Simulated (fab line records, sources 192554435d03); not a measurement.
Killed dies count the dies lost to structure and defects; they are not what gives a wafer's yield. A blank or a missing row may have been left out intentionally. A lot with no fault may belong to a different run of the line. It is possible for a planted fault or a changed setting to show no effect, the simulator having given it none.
fab line records | flow n5Finfet
[record] lots = 13 | wafers = 39 | lastDay = 19
route steps=1938 shown HKMG_FIN@442 MIM_BOT_ETCH@1867 TV_LITHO@1884 PASSIVATION@1936
lots that met no fault: taken from a fault-free run of the same line
startH: hours from the record's opening day to when the first of the lot's shown wafers began | waitH: hours from the lot's prior step to this one | " unchanged from the row above | L1.1+2: one row covering several wafers at once | - no value present, or no start provided | * or withheld: withheld | < > ~ a bound
route shown NAME@n: a module of which the file shows steps, and the number in the route of the first | usual: average and standard deviation across the fault-free wafers | same: alike in all rows | chamber/n: place in a boat | sites: each site's reading | _std_site: standard deviation across them | _edge_site: outer sites' mean less inner sites' | radiusMm: for every site, how far away it sits from the centre of the wafer | mask NAME#n: copy n | behind: the tool/chamber that last shaped the wafer | hold: why the lot went on hold/how many hours it stayed there/how the hold came to an end | device: whichever transistor did not switch (one of n, p or np) | end of line: the same wafers' tests at the end of the route | for a step that has no rows: nothing shown but its recipe | killed: at the first sort, the dies lost to defects and structure; wafer yield is something else | map: per-die view of a wafer (x killed, . not killed, _ where there is no die)
set.NAME: the setting that was run; set.NAME@STEP: the one run at that earlier step | model.NAME: the simulator's own value behind a step, which no gauge read
a sample of lots followed through the steps of the route, with each step as a table and each wafer as a row
services: when a tool's chamber went out of use (startH, in hours from the record's first day, below 0 if earlier), for how many hours, and the reason
[[steps]]
[step N5_HKMG_FIN_ALD_91]
[recipe] material = TiN | targetThkA = 10 | tempC = 400 | aldPrecursorFamily = TiCl4 | aldCoReactant = NH3 | pulseTimeS = 1 | purgeTimeS = 3 | coReactantPurgeTimeS = 2 | coReactantPulseTimeS = 2 | aldCycles = 47 | pressureTorr = 3
[usual] heaterPowerW = 875/83 | precursorPulseHeightRel = 1.001/0.019
lot.wafer | tool        | chamber | startH | waitH | heaterPowerW | precursorPulseHeightRel | sinceWetCleanH
L154.2    | aldMetal-04 | 0       | 88.17  | 0.3   | 768          | 0.961                   | 5905
L154.3    | "           | 2       | "      | "     | 911          | 1.013                   | 5905
L154.5    | "           | 0       | "      | "     | 766          | 1.022                   | -
L155.3    | aldMetal-02 | 3       | 91.45  | 0.1   | 906          | 1.023                   | 1293
L155.4    | "           | 0       | "      | "     | 989          | 0.975                   | 1293
L155.5    | "           | 0       | "      | "     | 1000         | 1.023                   | -
L157.3    | aldMetal-02 | 3       | 101.73 | 0.1   | 884          | 1.000                   | 1303
L157.4    | "           | 3       | "      | "     | 902          | 0.988                   | -
L157.6    | "           | 1       | "      | "     | 905          | 0.992                   | -
L158.1    | aldMetal-03 | 0       | 105.88 | 0.3   | 755          | 0.999                   | 2846
L158.3    | "           | 1       | "      | "     | 909          | 1.003                   | 2846
L158.4    | "           | 3       | "      | "     | 964          | 0.958                   | 2846
L159.3    | aldMetal-03 | 2       | 112.37 | 0.2   | 883          | 1.023                   | 2852
L159.4    | "           | 3       | "      | "     | 928          | 0.987                   | 2852
L159.5    | "           | 0       | "      | "     | 753          | 1.020                   | -
L160.4    | aldMetal-02 | 3       | 126.65 | 0.1   | 897          | 0.996                   | 1328
L160.5    | "           | 2       | "      | "     | 955          | 1.012                   | -
L160.6    | "           | 1       | "      | "     | 913          | 0.977                   | -
L161.1    | aldMetal-03 | 2       | 127.24 | 0.3   | 862          | 0.999                   | 2867
L161.2    | "           | 1       | "      | "     | 928          | 0.979                   | 2867
L161.4    | "           | 3       | "      | "     | 950          | 1.007                   | 2867
L162.1    | aldMetal-03 | 3       | 132.31 | 0.3   | 931          | 1.023                   | 2872
L162.4    | "           | 0       | "      | "     | 741          | 1.000                   | 2872
L162.5    | "           | 1       | "      | "     | 935          | 0.974                   | -
L163.4    | aldMetal-02 | 0       | 137.59 | 0.1   | 988          | 0.998                   | 1339
L163.5    | "           | 2       | "      | "     | 955          | 0.984                   | -
L163.6    | "           | 1       | "      | "     | 899          | 0.990                   | -
L166.2    | aldMetal-02 | 0       | 154.12 | 0.3   | 994          | 1.001                   | 1355
L166.3    | "           | 1       | "      | "     | 895          | 0.980                   | 1355
L166.4    | "           | 2       | "      | "     | 967          | 1.002                   | 1355
L170.2    | aldMetal-02 | 1       | 177.14 | 0.3   | 908          | 1.026                   | 1378
L170.4    | "           | 2       | "      | "     | 973          | 1.001                   | 1378
L170.5    | "           | 0       | "      | "     | 970          | 1.026                   | -
L173.2    | aldMetal-02 | 2       | 200.23 | 0.3   | 948          | 1.008                   | 1402
L173.3    | "           | 1       | "      | "     | 906          | 1.020                   | 1402
L173.4    | "           | 0       | "      | "     | 986          | 0.999                   | 1402
L176.2    | aldMetal-04 | 0       | 213.62 | 0.3   | 748          | 1.001                   | 6030
L176.4    | "           | 3       | "      | "     | 748          | 1.023                   | 6030
L176.6    | "           | 3       | "      | "     | 763          | 1.029                   | -
[step N5_MIM_BOT_ETCH_ETCH_03]
[recipe] chemistry = Cl2/BCl3 | targetDepthA = 120 | pressureMtorr = 8 | icpW = 800 | biasW = 100 | Cl2_flow_sccm = 20 | bcl3FlowSccm = 80
[usual] drypumpMotorCurrentA = 5.8/0.6 | oesProductAu = 0.82/0.092 | throttleValvePct = 27.6/0.47
lot.wafer | tool        | chamber | startH | waitH | drypumpMotorCurrentA | oesProductAu | rfHoursCounterH | throttleValvePct
L154.2    | rieMetal-02 | 0       | 289.71 | 0.1   | 5.3                  | 0.89         | 14              | 27.1
L154.3    | "           | 0       | "      | "     | 5.3                  | 0.89         | -               | 27.1
L154.5    | "           | 1       | "      | "     | 6.7                  | 0.68         | -               | 27.8
L158.1    | rieMetal-01 | 1       | 295.85 | 0.1   | 5.4                  | 0.82         | 26              | 27.8
L158.3    | "           | 1       | "      | "     | 5.4                  | 0.83         | -               | 27.8
L158.4    | "           | 0       | "      | "     | 5.9                  | 0.66         | -               | 28.3
L157.3    | rieMetal-01 | 1       | 296.67 | 0.1   | 5.4                  | 0.83         | -               | 27.8
L157.4    | "           | 0       | "      | "     | 5.8                  | 0.66         | -               | 28.2
L157.6    | "           | 1       | "      | "     | 5.4                  | 0.83         | -               | 27.8
L155.3    | rieMetal-01 | 0       | 305.73 | 0.1   | 5.8                  | 0.67         | -               | 28.2
L155.4    | "           | 1       | "      | "     | 5.4                  | 0.83         | -               | 27.8
L155.5    | "           | 0       | "      | "     | 5.8                  | 0.65         | -               | 28.2
L161.1    | rieMetal-03 | 0       | 329.81 | 0.1   | 6.8                  | 0.83         | 20              | 26.8
L161.2    | "           | 1       | "      | "     | 5.3                  | 0.91         | 12              | 28.0
L161.4    | "           | 0       | "      | "     | 6.8                  | 0.84         | -               | 26.8
L160.4    | rieMetal-02 | 0       | 330.12 | 0.1   | 5.3                  | 0.88         | -               | 27.1
L160.5    | "           | 0       | "      | "     | 5.3                  | 0.88         | -               | 27.1
L160.6    | "           | 1       | "      | "     | 6.7                  | 0.68         | -               | 27.8
L162.1    | rieMetal-03 | 1       | 331.19 | 0.1   | 5.3                  | 0.91         | 12              | 28.0
L162.4    | "           | 1       | "      | "     | 5.3                  | 0.91         | -               | 28.0
L162.5    | "           | 1       | "      | "     | 5.3                  | 0.91         | -               | 28.0
L159.3    | rieMetal-02 | 0       | 338.18 | 0.1   | 5.3                  | 0.87         | -               | 27.1
L159.4    | "           | 1       | "      | "     | 6.7                  | 0.67         | -               | 27.8
L159.5    | "           | 1       | "      | "     | 6.7                  | 0.66         | -               | 27.8
L163.4    | rieMetal-02 | 1       | 341.17 | 0.1   | 6.7                  | 0.68         | -               | 27.8
L163.5    | "           | 0       | "      | "     | 5.3                  | 0.87         | -               | 27.1
L163.6    | "           | 1       | "      | "     | 6.7                  | 0.68         | -               | 27.8
L166.2    | rieMetal-03 | 1       | 380.98 | 0.1   | 5.3                  | 0.88         | 17              | 28.0
L166.3    | "           | 1       | "      | "     | 5.3                  | 0.88         | -               | 28.0
L166.4    | "           | 0       | "      | "     | 6.7                  | 0.81         | -               | 26.8
L170.2    | rieMetal-03 | 1       | 382.46 | 0.1   | 5.3                  | 0.88         | 17              | 28.0
L170.4    | "           | 1       | "      | "     | 5.3                  | 0.89         | -               | 28.0
L170.5    | "           | 1       | "      | "     | 5.3                  | 0.89         | -               | 28.0
L173.2    | rieMetal-01 | 0       | 423.74 | 0.1   | 5.8                  | 0.96         | 2               | 27.9
L173.3    | "           | 1       | "      | "     | 5.4                  | 0.80         | -               | 27.8
L173.4    | "           | 0       | "      | "     | 5.8                  | 0.96         | -               | 27.8
L176.2    | rieMetal-01 | 1       | 441.95 | 0.1   | 5.4                  | 0.79         | 39              | 27.8
L176.4    | "           | 1       | "      | "     | 5.4                  | 0.79         | -               | 27.8
L176.6    | "           | 0       | "      | "     | 5.9                  | 0.92         | -               | 27.8
[step N5_PASSIVATION_OVL_MEAS_60]
[recipe] pointsPerWafer = 44
[usual] TV_OVL = 3/5.5
[same] pointsPerWafer = 44
lot.wafer | tool       | chamber | startH | waitH | TV_OVL[nm]
L154.2    | overlay-01 | 0       | 291.06 | 0.0   | 5
L154.3    | "          | 0       | "      | "     | 3
L154.5    | "          | 0       | "      | "     | 9
L158.1    | overlay-01 | 0       | 297.01 | 0.0   | 4
L158.3    | "          | 0       | "      | "     | 1
L158.4    | "          | 0       | "      | "     | -1
L157.3    | overlay-01 | 0       | 304.06 | 0.0   | 0
L157.4    | "          | 0       | "      | "     | 5
L157.6    | "          | 0       | "      | "     | 4
L155.3    | overlay-02 | 0       | 309.02 | 0.0   | 2
L155.4    | "          | 0       | "      | "     | 11
L155.5    | "          | 0       | "      | "     | 9
L160.4    | overlay-01 | 0       | 331.63 | 0.0   | -1
L160.5    | "          | 0       | "      | "     | -4
L160.6    | "          | 0       | "      | "     | -3
L161.1    | overlay-01 | 0       | 331.79 | 0.0   | 5
L161.2    | "          | 0       | "      | "     | -9
L161.4    | "          | 0       | "      | "     | -2
L162.1    | overlay-02 | 0       | 333.11 | 0.0   | -6
L162.4    | "          | 0       | "      | "     | -3
L162.5    | "          | 0       | "      | "     | -1
L159.3    | overlay-01 | 0       | 339.54 | 0.0   | 3
L159.4    | "          | 0       | "      | "     | 10
L159.5    | "          | 0       | "      | "     | 2
L163.4    | overlay-01 | 0       | 344.85 | 0.0   | 10
L163.5    | "          | 0       | "      | "     | 10
L163.6    | "          | 0       | "      | "     | 12
L166.2    | overlay-01 | 0       | 382.30 | 0.0   | 8
L166.3    | "          | 0       | "      | "     | 10
L166.4    | "          | 0       | "      | "     | 4
L170.2    | overlay-01 | 0       | 385.35 | 0.0   | -3
L170.4    | "          | 0       | "      | "     | -4
L170.5    | "          | 0       | "      | "     | -4
L173.2    | overlay-02 | 0       | 424.92 | 0.0   | 5
L173.3    | "          | 0       | "      | "     | 6
L173.4    | "          | 0       | "      | "     | 15
L176.2    | overlay-02 | 0       | 443.15 | 0.0   | 8
L176.4    | "          | 0       | "      | "     | 8
L176.6    | "          | 0       | "      | "     | -1
[step N5_PASSIVATION_PROBE_49]
[usual] killed_at_M0_to_M3 = 33/11 | killed_at_M4_up = 15/6.2 | killedAtContacts = 13/6.5 | killedAtFrontEnd = 38/11 | killedAtOther = 3.4/2.6 | killedDies = 102/17 | killedOnRim = 13/4.1 | killedOpen = 67/12 | killedShort = 34/7.9
[same] grossDies = 1180 | killedAtBackSide = 0
lot.wafer | tool      | chamber | startH | waitH | killed_at_M0_to_M3 | killed_at_M4_up | killedAtContacts | killedAtFrontEnd | killedAtOther | killedDies | killedOnRim | killedOpen | killedShort
L154.2    | prober-02 | -       | 297.64 | 0.1   | 34                 | 4               | 10               | 43               | 1             | 92         | 12          | 65         | 27
L154.3    | prober-02 | -       | 297.69 | 0.1   | 34                 | 3               | 12               | 37               | 3             | 89         | 15          | 48         | 36
L154.5    | prober-02 | -       | 297.79 | 0.2   | 46                 | 14              | 21               | 29               | 2             | 112        | 5           | 73         | 39
L158.1    | prober-01 | -       | 304.36 | 0.0   | 30                 | 7               | 16               | 36               | 2             | 91         | 13          | 59         | 31
L158.3    | prober-01 | -       | 304.46 | 0.1   | 21                 | 15              | 3                | 32               | 1             | 72         | 7           | 44         | 26
L158.4    | prober-01 | -       | 304.51 | 0.2   | 29                 | 18              | 7                | 37               | 3             | 94         | 11          | 54         | 40
L162.1    | prober-02 | -       | 340.67 | 0.3   | 36                 | 11              | 11               | 60               | 1             | 119        | 18          | 70         | 45
L162.4    | prober-02 | -       | 340.82 | 0.5   | 43                 | 5               | 8                | 57               | 9             | 122        | 10          | 68         | 47
L162.5    | prober-02 | -       | 340.87 | 0.5   | 28                 | 13              | 8                | 55               | 2             | 106        | 14          | 70         | 31
L159.3    | prober-01 | -       | 346.12 | 0.1   | 48                 | 11              | 17               | 31               | 5             | 112        | 14          | 73         | 36
L159.4    | prober-01 | -       | 346.17 | 0.2   | 36                 | 10              | 18               | 29               | 9             | 102        | 11          | 76         | 26
L159.5    | prober-01 | -       | 346.22 | 0.2   | 31                 | 19              | 24               | 27               | 6             | 107        | 13          | 80         | 26
L163.4    | prober-02 | -       | 351.51 | 0.2   | 33                 | 10              | 3                | 34               | 1             | 81         | 10          | 48         | 32
L163.5    | prober-02 | -       | 351.56 | 0.2   | 29                 | 18              | 3                | 32               | 2             | 84         | 10          | 56         | 28
L163.6    | prober-02 | -       | 351.61 | 0.3   | 37                 | 16              | 8                | 41               | 4             | 106        | 12          | 62         | 43
L170.2    | prober-02 | -       | 392.57 | 0.1   | 27                 | 21              | 9                | 42               | 4             | 103        | 7           | 73         | 26
L170.4    | prober-02 | -       | 392.67 | 0.2   | 20                 | 26              | 14               | 109              | 7             | 176        | 33          | 73         | 47
L170.5    | prober-02 | -       | 392.72 | 0.2   | 23                 | 21              | 23               | 41               | 0             | 108        | 10          | 81         | 27
L173.2    | prober-02 | -       | 434.81 | 0.8   | 29                 | 11              | 4                | 77               | 11            | 132        | 24          | 43         | 34
L173.3    | prober-02 | -       | 434.86 | 0.8   | 26                 | 12              | 16               | 34               | 11            | 99         | 16          | 69         | 28
L173.4    | prober-02 | -       | 434.91 | 0.9   | 16                 | 17              | 25               | 34               | 7             | 99         | 9           | 64         | 32
// killed by level:class
L154.2 BEOL_M0_SAQP:geometricParticle:open=12 STI_FIN_REVEAL:geometricParticle:open=10 DUMMY_GATE:geometricParticle:open=8 BEOL_M0_SAQP:geometricParticle:short=8 MOL_CONTACT_COAG:geometricParticle:open=7 BEOL_M2:geometricParticle:open=7 GATE_CUT:geometricParticle:short=6 GATE_CUT:geometricParticle:open=6
L154.3 BEOL_M0_SAQP:geometricParticle:short=13 STI_FIN_REVEAL:geometricParticle:open=10 MOL_CONTACT_COAG:geometricParticle:open=9 BEOL_M0_SAQP:geometricParticle:open=8 GATE_CUT:geometricParticle:short=6 GATE_CUT:geometricParticle:open=4 BEOL_M3:geometricParticle:open=4 HKMG_FIN:areaEtch=4
L154.5 MOL_CONTACT_COAG:geometricParticle:open=18 BEOL_M2:geometricParticle:open=11 BEOL_M0_SAQP:geometricParticle:open=9 BEOL_M0_SAQP:geometricParticle:short=8 BEOL_M4:geometricParticle:open=7 FIN_SAQP:geometricParticle:short=6 DUMMY_GATE:geometricParticle:open=5 STI_FIN_REVEAL:geometricParticle:open=4
L158.1 MOL_CONTACT_COAG:geometricParticle:open=14 BEOL_M0_SAQP:geometricParticle:open=10 STI_FIN_REVEAL:geometricParticle:open=8 BEOL_M0_SAQP:geometricParticle:short=8 STI_FIN_REVEAL:geometricParticle:short=6 GATE_CUT:geometricParticle:short=6 BEOL_M3:geometricParticle:open=5 GATE_CUT:geometricParticle:open=4
L158.3 BEOL_M3:geometricParticle:open=9 GATE_CUT:geometricParticle:short=6 BEOL_M4:geometricParticle:open=6 STI_FIN_REVEAL:geometricParticle:open=5 DUMMY_GATE:geometricParticle:open=5 BEOL_M4:geometricParticle:short=4 DUMMY_GATE:geometricParticle:short=3 FIN_SAQP:geometricParticle:short=2
L158.4 BEOL_M4:geometricParticle:open=12 GATE_CUT:geometricParticle:short=8 STI_FIN_REVEAL:geometricParticle:open=7 BEOL_M0_SAQP:geometricParticle:short=7 BEOL_M0_SAQP:geometricParticle:open=7 STARTING-WAFER:geometricParticle:short=6 MOL_CONTACT_COAG:geometricParticle:open=5 BEOL_M2:geometricParticle:open=5
L162.1 FIN_SAQP:geometricParticle:short=18 FIN_SAQP:geometricParticle:open=13 STI_FIN_REVEAL:geometricParticle:open=11 BEOL_M0_SAQP:geometricParticle:open=10 BEOL_M0_SAQP:geometricParticle:short=8 MOL_CONTACT_COAG:geometricParticle:open=7 BEOL_M2:geometricParticle:open=5 GATE_CUT:geometricParticle:short=4
L162.4 FIN_SAQP:geometricParticle:short=19 FIN_SAQP:geometricParticle:open=12 BEOL_M1:geometricParticle:open=12 BEOL_M0_SAQP:geometricParticle:short=10 STI_FIN_REVEAL:geometricParticle:open=8 BEOL_M3:geometricParticle:open=8 MOL_CONTACT_COAG:geometricParticle:open=7 BEOL_M0_SAQP:geometricParticle:open=6
L162.5 FIN_SAQP:geometricParticle:open=16 STI_FIN_REVEAL:geometricParticle:open=10 FIN_SAQP:geometricParticle:short=9 BEOL_M1:geometricParticle:open=9 MOL_CONTACT_COAG:geometricParticle:open=6 BEOL_M0_SAQP:geometricParticle:open=6 BEOL_M5:geometricParticle:open=6 DUMMY_GATE:geometricParticle:open=4
L159.3 MOL_CONTACT_COAG:geometricParticle:open=15 BEOL_M2:geometricParticle:open=10 BEOL_M0_SAQP:geometricParticle:open=8 BEOL_M1:geometricParticle:open=8 BEOL_M0_SAQP:geometricParticle:short=7 BEOL_M1:geometricParticle:short=6 BEOL_M4:geometricParticle:open=6 STARTING-WAFER:geometricParticle:short=6
L159.4 MOL_CONTACT_COAG:geometricParticle:open=15 BEOL_M1:geometricParticle:open=11 FIN_SAQP:geometricParticle:open=10 BEOL_M0_SAQP:geometricParticle:open=9 BEOL_M3:geometricParticle:open=6 STI_FIN_REVEAL:geometricParticle:open=5 PASS1_CAP:geometricParticle:short=4 DUMMY_GATE:geometricParticle:open=3
L159.5 MOL_CONTACT_COAG:geometricParticle:open=19 BEOL_M4:geometricParticle:open=11 BEOL_M3:geometricParticle:open=8 STARTING-WAFER:geometricParticle:open=7 BEOL_M2:geometricParticle:open=6 MOL_CONTACT_COAG:geometricParticle:short=5 BEOL_M0_SAQP:geometricParticle:open=5 DUMMY_GATE:geometricParticle:open=4
L163.4 BEOL_M0_SAQP:geometricParticle:open=11 BEOL_M0_SAQP:geometricParticle:short=9 DUMMY_GATE:geometricParticle:open=6 GATE_CUT:geometricParticle:short=5 BEOL_M4:geometricParticle:open=5 FIN_SAQP:geometricParticle:open=4 BEOL_M3:geometricParticle:open=4 FIN_SAQP:geometricParticle:short=3
L163.5 BEOL_M0_SAQP:geometricParticle:open=14 FIN_SAQP:geometricParticle:open=11 FIN_SAQP:geometricParticle:short=8 BEOL_M4:geometricParticle:open=7 BEOL_M0_SAQP:geometricParticle:short=6 BEOL_M5:geometricParticle:open=6 BEOL_M1:geometricParticle:open=3 BEOL_M4:geometricParticle:short=3
L163.6 BEOL_M0_SAQP:geometricParticle:short=11 ILD0:geometricParticle:short=10 BEOL_M4:geometricParticle:open=10 BEOL_M0_SAQP:geometricParticle:open=9 FIN_SAQP:geometricParticle:open=7 MOL_CONTACT_COAG:geometricParticle:open=7 ILD0:geometricParticle:open=4 GATE_CUT:geometricParticle:short=4
L170.2 BEOL_M2:geometricParticle:open=11 BEOL_M4:geometricParticle:open=11 STI_FIN_REVEAL:geometricParticle:open=8 BEOL_M0_SAQP:geometricParticle:open=7 GATE_CUT:geometricParticle:short=7 FIN_SAQP:geometricParticle:open=6 MOL_CONTACT_COAG:geometricParticle:open=6 BEOL_M0_SAQP:geometricParticle:short=4
L170.4 HKMG_FIN:unspecified=54 BEOL_M4:geometricParticle:open=16 FIN_SAQP:geometricParticle:short=12 MOL_CONTACT_COAG:geometricParticle:open=11 GATE_CUT:geometricParticle:short=10 FIN_SAQP:geometricParticle:open=8 STI_FIN_REVEAL:geometricParticle:open=7 BEOL_M0_SAQP:geometricParticle:short=5
L170.5 MOL_CONTACT_COAG:geometricParticle:open=19 BEOL_M4:geometricParticle:open=16 FIN_SAQP:geometricParticle:open=11 GATE_CUT:geometricParticle:short=9 BEOL_M2:geometricParticle:open=9 STI_FIN_REVEAL:geometricParticle:open=7 STARTING-WAFER:geometricParticle:open=6 MOL_CONTACT_COAG:geometricParticle:short=4
L173.2 HKMG_FIN:unspecified=53 BEOL_M0_SAQP:geometricParticle:short=11 STI_FIN_REVEAL:geometricParticle:open=7 BEOL_M0_SAQP:geometricParticle:open=6 BEOL_M4:geometricParticle:open=6 PASS1_CAP:geometricParticle:short=5 STARTING-WAFER:geometricParticle:short=5 BEOL_M2:geometricParticle:open=4
L173.3 MOL_CONTACT_COAG:geometricParticle:open=13 STI_FIN_REVEAL:geometricParticle:open=9 BEOL_M2:geometricParticle:open=9 FIN_SAQP:geometricParticle:short=8 BEOL_M4:geometricParticle:open=6 BEOL_M0_SAQP:geometricParticle:open=6 PASS1_CAP:geometricParticle:open=5 DUMMY_GATE:geometricParticle:open=3
L173.4 MOL_CONTACT_COAG:geometricParticle:open=20 STI_FIN_REVEAL:geometricParticle:open=11 BEOL_M4:geometricParticle:open=7 FIN_SAQP:geometricParticle:short=6 MOL_CONTACT_COAG:geometricParticle:short=5 PASS1_CAP:geometricParticle:short=4 STI_FIN_REVEAL:geometricParticle:short=3 BEOL_M0_SAQP:geometricParticle:open=3
[[services]]
tool        | chamber | startH | hours | kind
aldMetal-03 | -       | 75.56  | 2.6   | repair
aldMetal-02 | -       | 88.79  | 1.2   | pm
aldMetal-02 | 0       | 101.29 | 13.8  | repair
rieMetal-03 | 0       | 111.97 | 59.1  | repair
rieMetal-02 | 0       | 169.19 | 2.9   | repair
aldMetal-03 | -       | 177.15 | 0.4   | repair
aldMetal-02 | -       | 203.60 | 0.8   | repair
rieMetal-02 | 0       | 213.82 | 4.2   | repair
aldMetal-02 | -       | 233.34 | 1.0   | repair
rieMetal-03 | -       | 256.46 | 0.9   | repair
aldMetal-02 | -       | 268.63 | 1.1   | repair
aldMetal-03 | -       | 272.09 | 0.4   | repair
rieMetal-03 | -       | 282.04 | 1.4   | pm
rieMetal-02 | -       | 297.88 | 2.8   | pm
rieMetal-01 | -       | 305.91 | 15.6  | pm
aldMetal-02 | -       | 308.73 | 8.7   | pm
aldMetal-02 | -       | 325.33 | 2.8   | pm
aldMetal-03 | 3       | 325.61 | 6.2   | repair
rieMetal-01 | -       | 340.07 | 2.8   | pm
aldMetal-03 | 2       | 368.05 | 7.5   | repair
aldMetal-03 | -       | 372.22 | 1.8   | repair
aldMetal-03 | -       | 387.20 | 6.0   | pm
rieMetal-01 | 0       | 397.93 | 7.1   | repair
aldMetal-02 | -       | 399.54 | 0.2   | repair
[[key]]
[firstSign] step = N5_PASSIVATION_PROBE_49 | reading = killedAtFrontEnd | direction = up | sigmas = 5.2 | usual = 38 | struck = 93
[effect] step = N5_PASSIVATION_PROBE_49 | reading = killedDies | direction = up | sigmas = 3.1 | usual = 102 | struck = 154
[moreKillsBornAt] N5_HKMG_FIN_ALD_91@aldMetal-02 = 107
metAt N5_HKMG_FIN_ALD_91
struckLots L170,L173
struckWafers L170.4,L173.2
testerLeftOut L170,L173
notActingAt N5_MIM_BOT_ETCH_ETCH_03,N5_PASSIVATION_OVL_MEAS_60
onsetBetween 154.12 177.14
[fault] kind = chamberParticleSource | tool = aldMetal-02 | chamber = 2 | onsetH = 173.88 | steps = N5_HKMG_FIN_ALD_91 | ratePerVisitCm2 = 0.83581 | endH = 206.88
// testerLeftOut: of these lots the tester's yield and bins aren't shown, on N5 and GAA mostly nor the transistor test; their killed dies are dies lost to structure and defects alone, not to doping, threshold or leakage, so they don't give the yield
